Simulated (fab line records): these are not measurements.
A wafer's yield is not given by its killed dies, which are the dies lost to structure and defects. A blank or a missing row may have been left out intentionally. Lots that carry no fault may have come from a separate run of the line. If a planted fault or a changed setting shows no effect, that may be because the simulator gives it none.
What tool caused it? || flow nand harc || Sampling: 13 lots, 39 wafers, 5 of 1302 route steps

WHAT THE GAUGES READ, wafer by wafer
NHARC_A_ONON_D1_THK_MEAS_21: measures by ellipsometry. Usual: 999 nm for thk nm, sd 8.3.
{"lot": "L366", "measured": "day 8 05:40", "on": "film metro-02", "thk nm (nm)": "983 981 983", "flag": ""}
{"lot": "L369", "measured": "day 9 12:32", "on": "film metro-01", "thk nm (nm)": "988 990 990", "flag": ""}
{"lot": "L368", "measured": "day 9 12:33", "on": "film metro-02", "thk nm (nm)": "983 984 984", "flag": ""}
{"lot": "L370", "measured": "day 9 23:15", "on": "film metro-02", "thk nm (nm)": "987 990 990", "flag": ""}
{"lot": "L371", "measured": "day 10 07:11", "on": "film metro-01", "thk nm (nm)": "1006 1006 1008", "flag": ""}
{"lot": "L373", "measured": "day 11 06:29", "on": "film metro-02", "thk nm (nm)": "998 997 998", "flag": ""}
{"lot": "L374", "measured": "day 11 06:29", "on": "film metro-02", "thk nm (nm)": "1000 1000 1001", "flag": ""}
{"lot": "L375", "measured": "day 11 22:59", "on": "film metro-02", "thk nm (nm)": "1015 1015 1016", "flag": ""}
{"lot": "L377", "measured": "day 12 17:22", "on": "film metro-01", "thk nm (nm)": "1005 1005 1006", "flag": ""}
{"lot": "L385", "measured": "day 16 01:38", "on": "film metro-02", "thk nm (nm)": "1003 1003 1003", "flag": ""}
{"lot": "L386", "measured": "day 16 11:19", "on": "film metro-01", "thk nm (nm)": "1003 1003 1002", "flag": ""}
{"lot": "L387", "measured": "day 17 06:52", "on": "film metro-02", "thk nm (nm)": "997 998 997", "flag": ""}
{"lot": "L388", "measured": "day 17 13:47", "on": "film metro-02", "thk nm (nm)": "995 997 997", "flag": ""}

NHARC_A_ONON_D1_THK_MEAS_34: measures by ellipsometry. Usual: 200.9 nm for thk nm, sd 2.7.
{"lot": "L366", "measured": "day 8 08:01", "on": "film metro-01", "thk nm (nm)": "201.5 200.2 203.4", "flag": ""}
{"lot": "L369", "measured": "day 9 14:43", "on": "film metro-02", "thk nm (nm)": "201.3 203.3 204.7", "flag": ""}
{"lot": "L368", "measured": "day 9 14:44", "on": "film metro-01", "thk nm (nm)": "198.6 198.1 202.1", "flag": ""}
{"lot": "L370", "measured": "day 10 01:25", "on": "film metro-02", "thk nm (nm)": "203.3 203.3 200.5", "flag": ""}
{"lot": "L371", "measured": "day 10 09:21", "on": "film metro-01", "thk nm (nm)": "196.8 201.3 199.8", "flag": ""}
{"lot": "L373", "measured": "day 11 08:39", "on": "film metro-02", "thk nm (nm)": "198.7 204.5 202.2", "flag": ""}
{"lot": "L374", "measured": "day 11 08:40", "on": "film metro-02", "thk nm (nm)": "200.4 203.0 202.1", "flag": ""}
{"lot": "L375", "measured": "day 12 01:10", "on": "film metro-02", "thk nm (nm)": "200.2 203.8 201.7", "flag": ""}
{"lot": "L377", "measured": "day 12 19:41", "on": "film metro-02", "thk nm (nm)": "199.9 202.0 203.4", "flag": ""}
{"lot": "L385", "measured": "day 16 03:49", "on": "film metro-01", "thk nm (nm)": "201.3 193.4 201.3", "flag": ""}
{"lot": "L386", "measured": "day 16 13:29", "on": "film metro-02", "thk nm (nm)": "192.8 200.7 203.5", "flag": ""}
{"lot": "L387", "measured": "day 17 09:02", "on": "film metro-02", "thk nm (nm)": "194.0 195.9 202.4", "flag": ""}
{"lot": "L388", "measured": "day 17 15:58", "on": "film metro-02", "thk nm (nm)": "195.3 193.0 196.0", "flag": ""}

NHARC_A_ONON_D1_INSPECT_32. Usual: 69 for raw defect count, sd 24.
{"lot": "L366", "measured": "day 8 08:05", "on": "defect inspect-01", "raw defect count": "77 63 86", "flag": ""}
{"lot": "L369", "measured": "day 9 14:46", "on": "defect inspect-01", "raw defect count": "37 62 54", "flag": ""}
{"lot": "L368", "measured": "day 9 14:47", "on": "defect inspect-02", "raw defect count": "69 85 66", "flag": ""}
{"lot": "L370", "measured": "day 10 01:29", "on": "defect inspect-01", "raw defect count": "32 29 64", "flag": ""}
{"lot": "L371", "measured": "day 10 09:25", "on": "defect inspect-02", "raw defect count": "50 86 61", "flag": ""}
{"lot": "L373", "measured": "day 11 08:43", "on": "defect inspect-02", "raw defect count": "47 60 58", "flag": ""}
{"lot": "L374", "measured": "day 11 08:43", "on": "defect inspect-02", "raw defect count": "84 87 122", "flag": ""}
{"lot": "L375", "measured": "day 12 01:13", "on": "defect inspect-02", "raw defect count": "36 91 71", "flag": ""}
{"lot": "L377", "measured": "day 12 19:46", "on": "defect inspect-01", "raw defect count": "60 88 78", "flag": ""}
{"lot": "L385", "measured": "day 16 03:54", "on": "defect inspect-02", "raw defect count": "65 65 67", "flag": ""}
{"lot": "L386", "measured": "day 16 13:34", "on": "defect inspect-01", "raw defect count": "71 78 64", "flag": ""}
{"lot": "L387", "measured": "day 17 09:07", "on": "defect inspect-02", "raw defect count": "89 90 68", "flag": ""}
{"lot": "L388", "measured": "day 17 16:02", "on": "defect inspect-01", "raw defect count": "65 63 67", "flag": ""}

NHARC_A_CHANNEL_HOLE_D1_OVL_MEAS_11. Usual: overlay x nm -0.1 nm, standard deviation 0.79; overlay y nm -0.3 nm, standard deviation 1.
{"lot": "L366", "measured": "day 8 13:05", "on": "overlay-01", "overlay x nm (nm)": "0.2 0.1 -0.3", "overlay y nm (nm)": "-1.7 -1.4 -1.1", "flag": ""}
{"lot": "L369", "measured": "day 9 17:27", "on": "overlay-02", "overlay x nm (nm)": "-0.6 -0.9 -1.4", "overlay y nm (nm)": "-1.0 -0.6 -0.8", "flag": ""}
{"lot": "L368", "measured": "day 9 17:44", "on": "overlay-02", "overlay x nm (nm)": "-1.1 -1.4 -0.4", "overlay y nm (nm)": "-1.1 -1.6 -1.3", "flag": ""}
{"lot": "L370", "measured": "day 10 04:19", "on": "overlay-01", "overlay x nm (nm)": "-0.3 -0.1 -0.1", "overlay y nm (nm)": "-1.6 -1.8 -2.0", "flag": ""}
{"lot": "L371", "measured": "day 10 14:47", "on": "overlay-02", "overlay x nm (nm)": "0.9 0.7 0.8", "overlay y nm (nm)": "1.2 0.5 1.0", "flag": ""}
{"lot": "L373", "measured": "day 11 17:08", "on": "overlay-01", "overlay x nm (nm)": "0.5 0.3 0.3", "overlay y nm (nm)": "1.2 0.6 0.4", "flag": ""}
{"lot": "L374", "measured": "day 11 17:41", "on": "overlay-02", "overlay x nm (nm)": "0.2 0.1 -0.2", "overlay y nm (nm)": "-1.6 -2.1 -1.7", "flag": ""}
{"lot": "L375", "measured": "day 12 11:02", "on": "overlay-01", "overlay x nm (nm)": "-0.4 0.2 -0.8", "overlay y nm (nm)": "1.1 1.1 1.3", "flag": ""}
{"lot": "L377", "measured": "day 12 22:53", "on": "overlay-02", "overlay x nm (nm)": "-0.3 -0.3 0.0", "overlay y nm (nm)": "2.3 1.8 1.9", "flag": ""}
{"lot": "L385", "measured": "day 16 06:46", "on": "overlay-02", "overlay x nm (nm)": "0.3 0.6 -0.3", "overlay y nm (nm)": "-0.1 0.3 -0.4", "flag": ""}
{"lot": "L386", "measured": "day 16 19:01", "on": "overlay-01", "overlay x nm (nm)": "-1.4 -1.7 -1.3", "overlay y nm (nm)": "-0.3 -0.5 -0.3", "flag": ""}
{"lot": "L387", "measured": "day 17 11:53", "on": "overlay-01", "overlay x nm (nm)": "0.7 -0.1 0.4", "overlay y nm (nm)": "-0.8 -0.8 -0.8", "flag": ""}
{"lot": "L388", "measured": "day 17 19:52", "on": "overlay-02", "overlay x nm (nm)": "-0.5 -0.5 -0.7", "overlay y nm (nm)": "0.4 0.7 0.6", "flag": ""}

TOOL THAT RAN EACH LOT (tool first, then ch and the chambers of the sampled wafers, then the start)
{"lot": "L366", "NHARC_A_ONON_D1_DEP_33": "pecvd-04 ch 0,1, day 8 07:36"}
{"lot": "L369", "NHARC_A_ONON_D1_DEP_33": "pecvd-04 ch 0,1,2, day 9 14:18"}
{"lot": "L368", "NHARC_A_ONON_D1_DEP_33": "pecvd-01 ch 0,2, day 9 14:22"}
{"lot": "L370", "NHARC_A_ONON_D1_DEP_33": "pecvd-04 ch 1,2, day 10 01:03"}
{"lot": "L371", "NHARC_A_ONON_D1_DEP_33": "pecvd-04 ch 0,2, day 10 08:56"}
{"lot": "L373", "NHARC_A_ONON_D1_DEP_33": "pecvd-01 ch 0,2, day 11 08:17"}
{"lot": "L374", "NHARC_A_ONON_D1_DEP_33": "pecvd-02 ch 1,2, day 11 08:17"}
{"lot": "L375", "NHARC_A_ONON_D1_DEP_33": "pecvd-04 ch 0,1, day 12 00:47"}
{"lot": "L377", "NHARC_A_ONON_D1_DEP_33": "pecvd-01 ch 1,2, day 12 19:21"}
{"lot": "L385", "NHARC_A_ONON_D1_DEP_33": "pecvd-04 ch 0,1, day 16 03:26"}
{"lot": "L386", "NHARC_A_ONON_D1_DEP_33": "pecvd-04 ch 0,1,2, day 16 13:07"}
{"lot": "L387", "NHARC_A_ONON_D1_DEP_33": "pecvd-01 ch 0,1,2, day 17 08:43"}
{"lot": "L388", "NHARC_A_ONON_D1_DEP_33": "pecvd-01 ch 0,2, day 17 15:33"}
- NHARC_A_ONON_D1_DEP_33: deposits SiO2, target thk 200 nm.

AS READ BY THE TOOLS THEMSELVES (means over the sampled wafers that have a number; for cases with no such wafer, the mark the record gives instead)
NHARC_A_ONON_D1_DEP_33. Usual: heater power w 554 W, standard deviation 120; rf fwd power W 898.4 W, standard deviation 2.7; susceptor temp C 400.02 C, standard deviation 0.21; throttle valve pct 16.1 %, standard deviation 0.53.
{"lot": "L366", "tool": "pecvd-04", "heater power w (W)": 440, "rf fwd power W (W)": 901.8, "susceptor temp C (C)": 400.09, "throttle valve pct (%)": 16.4, "flag": ""}
{"lot": "L369", "tool": "pecvd-04", "heater power w (W)": 470, "rf fwd power W (W)": 896.0, "susceptor temp C (C)": 400.20, "throttle valve pct (%)": 15.9, "flag": ""}
{"lot": "L368", "tool": "pecvd-01", "heater power w (W)": 555, "rf fwd power W (W)": 896.8, "susceptor temp C (C)": 399.92, "throttle valve pct (%)": 16.5, "flag": ""}
{"lot": "L370", "tool": "pecvd-04", "heater power w (W)": 467, "rf fwd power W (W)": 898.0, "susceptor temp C (C)": 399.83, "throttle valve pct (%)": 15.4, "flag": ""}
{"lot": "L371", "tool": "pecvd-04", "heater power w (W)": 555, "rf fwd power W (W)": 896.0, "susceptor temp C (C)": 400.37, "throttle valve pct (%)": 15.8, "flag": ""}
{"lot": "L373", "tool": "pecvd-01", "heater power w (W)": 594, "rf fwd power W (W)": 896.8, "susceptor temp C (C)": 400.04, "throttle valve pct (%)": 16.5, "flag": ""}
{"lot": "L374", "tool": "pecvd-02", "heater power w (W)": 662, "rf fwd power W (W)": 898.1, "susceptor temp C (C)": 399.89, "throttle valve pct (%)": 15.7, "flag": ""}
{"lot": "L375", "tool": "pecvd-04", "heater power w (W)": 414, "rf fwd power W (W)": 896.8, "susceptor temp C (C)": 399.95, "throttle valve pct (%)": 16.2, "flag": ""}
{"lot": "L377", "tool": "pecvd-01", "heater power w (W)": 589, "rf fwd power W (W)": 899.0, "susceptor temp C (C)": 400.18, "throttle valve pct (%)": 16.5, "flag": ""}
{"lot": "L385", "tool": "pecvd-04", "heater power w (W)": 472, "rf fwd power W (W)": 865.2, "susceptor temp C (C)": 399.88, "throttle valve pct (%)": 16.0, "flag": "OFF"}
{"lot": "L386", "tool": "pecvd-04", "heater power w (W)": 509, "rf fwd power W (W)": 862.0, "susceptor temp C (C)": 400.02, "throttle valve pct (%)": 15.8, "flag": "OFF"}
{"lot": "L387", "tool": "pecvd-01", "heater power w (W)": 616, "rf fwd power W (W)": 899.7, "susceptor temp C (C)": 400.00, "throttle valve pct (%)": 16.5, "flag": ""}
{"lot": "L388", "tool": "pecvd-01", "heater power w (W)": 535, "rf fwd power W (W)": 897.1, "susceptor temp C (C)": 399.95, "throttle valve pct (%)": 16.6, "flag": ""}

THE ANSWER, worked out from the rows above alone
Rule: a lot is off if the mean of its wafers that have a number lies more than 3 standard deviations from the usual mean. Also off: a lot with no number at a reading for which 4 or more lots have one. All remaining lots with rows at the step are treated as sound. After the gauges, taken in route order, come the tools' own readings; for these a lot's mean is taken, as printed above. The first step at which some lot is off is used, and at that step the reading that is off furthest; a lot without a number counts as furthest.
Off: L385, L386, at NHARC_A_ONON_D1_DEP_33 (rf fwd power W).
A tool fits if, at that step or a process step before it, it ran every lot that is off, and no sound lot after the first of them. One candidate fits, namely pecvd-04 at NHARC_A_ONON_D1_DEP_33. A fault onset in the window from L375 (day 12 00:47, its last sound lot) to L385 (day 16 03:26, its first lot off) fits.
On the lots that are off, the tool's own readings at NHARC_A_ONON_D1_DEP_33 differ by more than 5 times the standard deviation of the sound lots' means, which bears it out; rf fwd power W reads 863.6 W there versus 897.8 W on the sound lots.

WHAT HAD BEEN PUT IN BY THE SIMULATOR
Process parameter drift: pecvd-04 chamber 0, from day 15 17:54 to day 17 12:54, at NHARC_A_ONON_D1_DEP_33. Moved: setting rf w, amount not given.
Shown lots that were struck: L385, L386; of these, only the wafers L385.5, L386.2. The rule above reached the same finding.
